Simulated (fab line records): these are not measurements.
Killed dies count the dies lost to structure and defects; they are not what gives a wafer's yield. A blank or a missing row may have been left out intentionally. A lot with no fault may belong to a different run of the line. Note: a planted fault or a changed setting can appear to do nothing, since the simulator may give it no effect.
Matching of chambers + flow nand_harc + pecvd-03 running NHARC_P_M0_PRE_CLEAN_31: 3 sister chambers
The step time 12 s. 3 wafers are shown with their chamber, then 11 later ones without.

== WAFERS, EACH WITH ITS CHAMBER ==
| wafer  | chamber | heater_power_w (W) |
|--------|---------|--------------------|
| L088.4 | 1       | 600                |
| L088.5 | 0       | 688                |
| L090.1 | 2       | 737                |

== WAFERS WHOSE CHAMBER IS MISSING ==
| wafer  | heater_power_w (W) |
|--------|--------------------|
| L090.3 | 593                |
| L090.5 | 753                |
| L090.2 | 689                |
| L090.4 | 681                |
| L090.6 | 595                |
| L092.1 | 682                |
| L092.4 | 577                |
| L092.6 | 689                |
| L096.1 | 695                |
| L096.2 | 730                |
| L096.3 | 696                |

== THE CHAMBER EACH PASSED THROUGH ==
| wafer  | from the rows above | in truth                   |
|--------|---------------------|----------------------------|
| L090.3 | 1                   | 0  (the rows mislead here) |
| L090.5 | 2                   | 2                          |
| L090.2 | 0                   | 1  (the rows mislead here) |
| L090.4 | 0                   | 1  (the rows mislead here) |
| L090.6 | 1                   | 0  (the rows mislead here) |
| L092.1 | 0                   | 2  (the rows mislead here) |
| L092.4 | 1                   | 1                          |
| L092.6 | 0                   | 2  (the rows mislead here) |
| L096.1 | 0                   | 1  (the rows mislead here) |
| L096.2 | 2                   | 2                          |
| L096.3 | 0                   | 0                          |
4 of 11 placed correctly. Can't be placed from these rows: 0. Placed wrongly: 7.
How it was worked out, from the rows above alone: a wafer's distance from a chamber is the root of the sum, over the readings, of the square of ((its reading less the chamber's mean) divided by the reading's scatter). If the next closest chamber is less than 2 further off than the closest, the wafer can't be placed; otherwise it belongs to the closest. For every chamber, the mean is computed from those of its wafers that are shown. The scatter (one wafer shown for each chamber): square how far every hidden wafer sits from the nearest shown wafer, average those squares and take the square root.
